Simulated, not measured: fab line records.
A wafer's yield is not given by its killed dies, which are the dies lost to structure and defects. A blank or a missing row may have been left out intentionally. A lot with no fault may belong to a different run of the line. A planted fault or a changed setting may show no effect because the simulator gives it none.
Split-lot trial || flow n5-finfet || route with 1938 steps; 7 lots, 39 wafers read

== ABOUT THE SPLIT ==
At N5_STI_FIN_REVEAL_ETCHBACK_08 (etches SiO2 in C4F6/O2, target depth 30.5 nm, time 10.167 s), the setting time-s was moved away from the recipe's 10.167 s on 12 of the 39 wafers read, by +20.0% to +47.0%. This setting was run at the recipe's value on the other wafers.

== FROM THE SPLIT TO THE READING: what the file shows between them, 3 steps ==
- N5_STI_FIN_REVEAL_STRIP_24: strips in N2/H2, time 90 s
- N5_STI_FIN_REVEAL_PRECLEAN_25: cleans in SPM, time 90 s
- N5_STI_FIN_REVEAL_SRD_23: time 30 s

== THE READING ==
trench-depth-nm, in nm, at N5_STI_FIN_REVEAL_FIN_H_MEAS_10. On this fab line, fault-free wafers typically give 51.7 nm with a standard deviation of 0.67 nm.

{"wafer": "L078.1", "tool, chamber at the split": "rie-diel-02, 2,0,1,3,2,1", "time-s as run, s": 10.167, "against the recipe": "recipe", "trench-depth-nm, nm": 51.9, "against lot-mates on the recipe": "-"}
{"wafer": "L078.2", "tool, chamber at the split": "rie-diel-02, 2,0,1,3,2,1", "time-s as run, s": 10.167, "against the recipe": "recipe", "trench-depth-nm, nm": 51.5, "against lot-mates on the recipe": "-"}
{"wafer": "L078.3", "tool, chamber at the split": "rie-diel-02, 2,0,1,3,2,1", "time-s as run, s": 10.167, "against the recipe": "recipe", "trench-depth-nm, nm": 51.9, "against lot-mates on the recipe": "-"}
{"wafer": "L078.4", "tool, chamber at the split": "rie-diel-02, 2,0,1,3,2,1", "time-s as run, s": 10.167, "against the recipe": "recipe", "trench-depth-nm, nm": 51.7, "against lot-mates on the recipe": "-"}
{"wafer": "L078.5", "tool, chamber at the split": "rie-diel-02, 2,0,1,3,2,1", "time-s as run, s": 10.167, "against the recipe": "recipe", "trench-depth-nm, nm": 51.8, "against lot-mates on the recipe": "-"}
{"wafer": "L078.6", "tool, chamber at the split": "rie-diel-02, 2,0,1,3,2,1", "time-s as run, s": 10.167, "against the recipe": "recipe", "trench-depth-nm, nm": 51.7, "against lot-mates on the recipe": "-"}
{"wafer": "L083.1", "tool, chamber at the split": "rie-diel-02, 2,1,3", "time-s as run, s": 14.75, "against the recipe": "+45.1%", "trench-depth-nm, nm": 64.4, "against lot-mates on the recipe": "+13.5"}
{"wafer": "L083.2", "tool, chamber at the split": "rie-diel-02, 2,1,3", "time-s as run, s": 14.75, "against the recipe": "+45.1%", "trench-depth-nm, nm": 64.5, "against lot-mates on the recipe": "+13.6"}
{"wafer": "L083.3", "tool, chamber at the split": "rie-diel-02, 0,0,3", "time-s as run, s": 10.167, "against the recipe": "recipe", "trench-depth-nm, nm": 50.2, "against lot-mates on the recipe": "-"}
{"wafer": "L083.4", "tool, chamber at the split": "rie-diel-02, 2,1,3", "time-s as run, s": 14.75, "against the recipe": "+45.1%", "trench-depth-nm, nm": 65.6, "against lot-mates on the recipe": "+14.7"}
{"wafer": "L083.5", "tool, chamber at the split": "rie-diel-02, 0,0,3", "time-s as run, s": 10.167, "against the recipe": "recipe", "trench-depth-nm, nm": 50.4, "against lot-mates on the recipe": "-"}
{"wafer": "L083.6", "tool, chamber at the split": "rie-diel-02, 0,0,3", "time-s as run, s": 10.167, "against the recipe": "recipe", "trench-depth-nm, nm": 52.2, "against lot-mates on the recipe": "-"}
{"wafer": "L085.1", "tool, chamber at the split": "rie-diel-06, 2,3,1", "time-s as run, s": 10.167, "against the recipe": "recipe", "trench-depth-nm, nm": 50.8, "against lot-mates on the recipe": "-"}
{"wafer": "L085.2", "tool, chamber at the split": "rie-diel-06, 1,3,2", "time-s as run, s": 14.95, "against the recipe": "+47.0%", "trench-depth-nm, nm": 66.3, "against lot-mates on the recipe": "+14.9"}
{"wafer": "L085.3", "tool, chamber at the split": "rie-diel-06, 2,3,1", "time-s as run, s": 10.167, "against the recipe": "recipe", "trench-depth-nm, nm": 51.5, "against lot-mates on the recipe": "-"}
{"wafer": "L085.4", "tool, chamber at the split": "rie-diel-06, 1,3,2", "time-s as run, s": 14.95, "against the recipe": "+47.0%", "trench-depth-nm, nm": 66.3, "against lot-mates on the recipe": "+14.9"}
{"wafer": "L085.5", "tool, chamber at the split": "rie-diel-06, 2,3,1", "time-s as run, s": 10.167, "against the recipe": "recipe", "trench-depth-nm, nm": 51.8, "against lot-mates on the recipe": "-"}
{"wafer": "L085.6", "tool, chamber at the split": "rie-diel-06, 1,3,2", "time-s as run, s": 14.95, "against the recipe": "+47.0%", "trench-depth-nm, nm": 65.6, "against lot-mates on the recipe": "+14.2"}
{"wafer": "L087.1", "tool, chamber at the split": "rie-diel-05, 0,2,3,2,3,0", "time-s as run, s": 10.167, "against the recipe": "recipe", "trench-depth-nm, nm": 51.6, "against lot-mates on the recipe": "-"}
{"wafer": "L087.2", "tool, chamber at the split": "rie-diel-05, 0,2,3,2,3,0", "time-s as run, s": 10.167, "against the recipe": "recipe", "trench-depth-nm, nm": 51.1, "against lot-mates on the recipe": "-"}
{"wafer": "L087.3", "tool, chamber at the split": "rie-diel-05, 0,2,3,2,3,0", "time-s as run, s": 10.167, "against the recipe": "recipe", "trench-depth-nm, nm": 51.2, "against lot-mates on the recipe": "-"}
{"wafer": "L087.4", "tool, chamber at the split": "rie-diel-05, 0,2,3,2,3,0", "time-s as run, s": 10.167, "against the recipe": "recipe", "trench-depth-nm, nm": 51.2, "against lot-mates on the recipe": "-"}
{"wafer": "L087.5", "tool, chamber at the split": "rie-diel-05, 0,2,3,2,3,0", "time-s as run, s": 10.167, "against the recipe": "recipe", "trench-depth-nm, nm": 51.2, "against lot-mates on the recipe": "-"}
{"wafer": "L087.6", "tool, chamber at the split": "rie-diel-05, 0,2,3,2,3,0", "time-s as run, s": 10.167, "against the recipe": "recipe", "trench-depth-nm, nm": 51.8, "against lot-mates on the recipe": "-"}
{"wafer": "L091.2", "tool, chamber at the split": "rie-diel-02, 2,0,1", "time-s as run, s": 10.167, "against the recipe": "recipe", "trench-depth-nm, nm": 51.4, "against lot-mates on the recipe": "-"}
{"wafer": "L091.3", "tool, chamber at the split": "rie-diel-02, 2,0,1", "time-s as run, s": 10.167, "against the recipe": "recipe", "trench-depth-nm, nm": 50.8, "against lot-mates on the recipe": "-"}
{"wafer": "L091.5", "tool, chamber at the split": "rie-diel-02, 2,0,1", "time-s as run, s": 10.167, "against the recipe": "recipe", "trench-depth-nm, nm": 51.4, "against lot-mates on the recipe": "-"}
{"wafer": "L096.1", "tool, chamber at the split": "rie-diel-06, 2,0,1", "time-s as run, s": 10.167, "against the recipe": "recipe", "trench-depth-nm, nm": 53.1, "against lot-mates on the recipe": "-"}
{"wafer": "L096.2", "tool, chamber at the split": "rie-diel-06, 2,0,1", "time-s as run, s": 10.167, "against the recipe": "recipe", "trench-depth-nm, nm": 53.1, "against lot-mates on the recipe": "-"}
{"wafer": "L096.3", "tool, chamber at the split": "rie-diel-06, 1,2,0", "time-s as run, s": 12.7, "against the recipe": "+24.9%", "trench-depth-nm, nm": 59.5, "against lot-mates on the recipe": "+6.7"}
{"wafer": "L096.4", "tool, chamber at the split": "rie-diel-06, 1,2,0", "time-s as run, s": 12.7, "against the recipe": "+24.9%", "trench-depth-nm, nm": 60.8, "against lot-mates on the recipe": "+8.0"}
{"wafer": "L096.5", "tool, chamber at the split": "rie-diel-06, 2,0,1", "time-s as run, s": 10.167, "against the recipe": "recipe", "trench-depth-nm, nm": 52.1, "against lot-mates on the recipe": "-"}
{"wafer": "L096.6", "tool, chamber at the split": "rie-diel-06, 1,2,0", "time-s as run, s": 12.7, "against the recipe": "+24.9%", "trench-depth-nm, nm": 60.4, "against lot-mates on the recipe": "+7.6"}
{"wafer": "L097.1", "tool, chamber at the split": "rie-diel-02, 2,3,2", "time-s as run, s": 10.167, "against the recipe": "recipe", "trench-depth-nm, nm": 51.2, "against lot-mates on the recipe": "-"}
{"wafer": "L097.2", "tool, chamber at the split": "rie-diel-02, 1,0,3", "time-s as run, s": 12.2, "against the recipe": "+20.0%", "trench-depth-nm, nm": 57.4, "against lot-mates on the recipe": "+5.9"}
{"wafer": "L097.3", "tool, chamber at the split": "rie-diel-02, 1,0,3", "time-s as run, s": 12.2, "against the recipe": "+20.0%", "trench-depth-nm, nm": 57.0, "against lot-mates on the recipe": "+5.5"}
{"wafer": "L097.4", "tool, chamber at the split": "rie-diel-02, 2,3,2", "time-s as run, s": 10.167, "against the recipe": "recipe", "trench-depth-nm, nm": 51.9, "against lot-mates on the recipe": "-"}
{"wafer": "L097.5", "tool, chamber at the split": "rie-diel-02, 2,3,2", "time-s as run, s": 10.167, "against the recipe": "recipe", "trench-depth-nm, nm": 51.3, "against lot-mates on the recipe": "-"}
{"wafer": "L097.6", "tool, chamber at the split": "rie-diel-02, 1,0,3", "time-s as run, s": 12.2, "against the recipe": "+20.0%", "trench-depth-nm, nm": 58.2, "against lot-mates on the recipe": "+6.7"}
If several chambers appear in one row, that row covers several wafers at once and the file leaves open which wafer was in which chamber.

FIT RESULTS
A straight line over all 39 wafers: trench-depth-nm changes by +0.306 nm for each +1% of time-s; r = +0.99; the points scatter about the line by 0.7 nm.
The same after taking each lot's own level away (the mean of its wafers on the recipe; 39 wafers): +0.309 nm for each +1%; r = +1.00; scatter 0.46 nm.
The reading moves by 15 nm for the largest change in time-s, on that fit.
The lots' own levels span 50.93 to 52.77 nm, that is 2.7 times the standard deviation above.
The two slopes agree, so the slope changes little with the lot-to-lot level.
Check: with one of the wafers moved furthest among these (+47.0%) left out of the fit, the line predicts +14.5 nm for it against its lot-mates. Against them it came out at +14.9 nm.

== THE OTHER SPLITS THESE WAFERS WENT THROUGH ==
These wafers also went through other splits before the reading. Each is held against what the fit with the lots' levels taken away leaves over:
{"other split on the same wafers": "N5_FIN_CUT_CUT_ETCH_26 time-s", "wafers away from the commonest value": 12, "r with trench-depth-nm (lot level and that fit taken away)": -0.14}

== FILE'S OWN FIT ==
trench-depth-nm changes by +0.308 nm for each +1% of time-s, r = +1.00.
